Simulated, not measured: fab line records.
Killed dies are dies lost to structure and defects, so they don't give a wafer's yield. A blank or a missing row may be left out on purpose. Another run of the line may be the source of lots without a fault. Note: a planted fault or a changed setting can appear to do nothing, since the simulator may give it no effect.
8D (eight disciplines) problem report, filled in by code + flow n5_finfet + the parts of the form that need people (team, actions taken, sign-off) are left out

1. THE ISSUE
Mean of trench_depth_nm at N5_BEOL_M12_OCD_MEAS_35: 533 nm across 3 wafers in 2 lots; on wafers with no fault it is 317 nm (standard deviation 5.9). That is +37 standard deviations from the usual mean.
First seen on wafer L571.3, day 17 04:08, on ocd-02. The record holds 21 wafers of 7 lots with a number at this step. Rule for "out", or "out of limits": more than 4 standard deviations from the usual mean. The other wafers with a number count as sound.

2. WHAT IT IS, AND WHAT IT ISN'T
| question                    | is                     | is not                                                                                |
|-----------------------------|------------------------|---------------------------------------------------------------------------------------|
| which readings at this step | trench_depth_nm        | -                                                                                     |
| which lots                  | L571, L577             | L560, L570, L578, L579, L580                                                          |
| which wafers of those lots  | L571.3, L571.6, L577.5 | L571.1, L577.1, L577.2                                                                |
| read on which gauges        | ocd-01, ocd-02         | -                                                                                     |
| when                        | from day 17 04:08      | up to then (7 sound wafers); but 11 sound wafers of L577, L578, L579, L580 came after |

3. THE SUSPECTS, EACH WITH WHAT RULES IT OUT
Counting: a tool at a process step up to the reading stays a suspect if it ran every lot that is out. Sound lots after the first of them don't rule it out here, since some wafers of a struck lot are sound.
- the gauge at N5_BEOL_M12_OCD_MEAS_35 is ruled out. Those wafers that are out were read across 2 gauges (ocd-01, ocd-02).
- rie_diel-03 at N5_BEOL_M12_TRENCH_ETCH_34 (etches SiOC in C4F8/O2/Ar, target depth 318.95 nm, time 125.5 s): kept. It ran every lot that is out, first L571 (day 17 03:59); its last sound lot up to then is L570 (day 15 18:27).
- Within rie_diel-03 at N5_BEOL_M12_TRENCH_ETCH_34: the wafers that are out ran in chamber 2; their sound lot-mates ran in chambers 0, 3.
The count leaves rie_diel-03 at N5_BEOL_M12_TRENCH_ETCH_34.

4. THE CAUSE (what the simulator had put in)
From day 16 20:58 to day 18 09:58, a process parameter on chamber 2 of rie_diel-03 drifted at N5_BEOL_M12_TRENCH_ETCH_34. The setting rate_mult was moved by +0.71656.
The count eliminated every tool but this one.

5. THE EFFECT CHAIN, in route order
Each row: a reading where the mean over the struck wafers with a number is more than 3 standard deviations away from the usual. Only readings for which the record gives a usual standard deviation are gone through. hours: the time from each lot's start at the first step in this table that gives one to its start at this step, as a median over the lots. sigmas: the change in usual standard deviations.
| hours | step                    | reading           | usual         | on struck wafers | change  | sigmas |
|-------|-------------------------|-------------------|---------------|------------------|---------|--------|
| 0     | N5_BEOL_M12_OCD_MEAS_35 | trench_depth_nm   | 317 nm        | 533              | +216    | +37    |
| 6     | N5_BEOL_M12_THK_MEAS_50 | M12_THK           | 318 nm        | 535              | +217    | +31    |
| 6     | N5_BEOL_M12_RS_MEAS_54  | M12_RS            | 0.0605 ohm/sq | 0.0353           | -0.0252 | -21    |
| 25    | N5_BEOL_M15_RC_MEAS_101 | SERP_M12          | 0.643 ohm/um  | 0.379            | -0.264  | -13    |
| 25    | N5_BEOL_M15_RC_MEAS_101 | SERP_M12_max_site | 0.655 ohm/um  | 0.386            | -0.269  | -13    |

6. WHAT WOULD HAVE CAUGHT IT SOONER
In this record the first reading out of limits at a measuring or inspecting step was taken at day 17 04:08, 7 hours after the fault began at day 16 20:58.
An alarm limit of 4 standard deviations would not have fired on the tool readings at N5_BEOL_M12_TRENCH_ETCH_34 for which the record gives a usual standard deviation, since none of them was out on any struck wafer.
Lots out: 2; of these, L577 started N5_BEOL_M12_TRENCH_ETCH_34 on rie_diel-03 after day 17 04:08. It would have been spared by a hold on the tool at that moment.
